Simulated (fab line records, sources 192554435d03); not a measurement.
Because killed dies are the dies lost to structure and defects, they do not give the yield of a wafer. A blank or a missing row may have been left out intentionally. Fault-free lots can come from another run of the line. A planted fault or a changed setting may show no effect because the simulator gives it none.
Which tool is to blame? + flow n5 finfet + at 1 step of a route of 1938, 11 lots with 33 wafers sampled

== WHAT THE GAUGES SHOWED, per wafer ==
N5_BEOL_M14_OVL_MEAS_29.
| lot  | measured     | on         | M14_OVL (nm) |
|------|--------------|------------|--------------|
| L960 | day 11 02:53 | overlay-01 | 8 11 7       |
| L966 | day 13 12:49 | overlay-02 | -2 -7 -3     |
| L968 | day 13 17:23 | overlay-01 | 11 0 -1      |
| L965 | day 13 18:21 | overlay-02 | 2 -5 -5      |
| L967 | day 13 20:58 | overlay-02 | 10 6 10      |
| L969 | day 13 21:42 | overlay-01 | 3 4 2        |
| L977 | day 15 20:38 | overlay-02 | 12 7 16      |
| L979 | day 16 20:01 | overlay-01 | 5 9 6        |
| L980 | day 17 14:20 | overlay-01 | 2 -7 1       |
| L982 | day 17 17:00 | overlay-01 | 2 0 -1       |
| L983 | day 18 07:10 | overlay-02 | -4 -2 -5     |

== EACH LOT AND THE TOOL THAT RAN IT (in order: tool; ch and the chambers of the sampled wafers; start) ==
Record: no process step prior to these readings.

== THE ANSWER, worked out from the rows above alone ==
Rule: the usual values come from the lots themselves. The widest of any qualifying gaps counts: lots, ordered by their means at a reading, are off when they make up no more than a third of the lots, leave a main group of 4 or more, and stand apart from it by 3 or more times the standard deviation of that group's means. Not used: any main group whose means are identical at the precision the tables above print for the reading. A lot without any number at a reading at which 4 lots or more have one is off too. All remaining lots with rows at the step are treated as sound.
None of the lots is off at any reading shown; this tells nothing.

== WHAT HAD BEEN PUT IN BY THE SIMULATOR ==
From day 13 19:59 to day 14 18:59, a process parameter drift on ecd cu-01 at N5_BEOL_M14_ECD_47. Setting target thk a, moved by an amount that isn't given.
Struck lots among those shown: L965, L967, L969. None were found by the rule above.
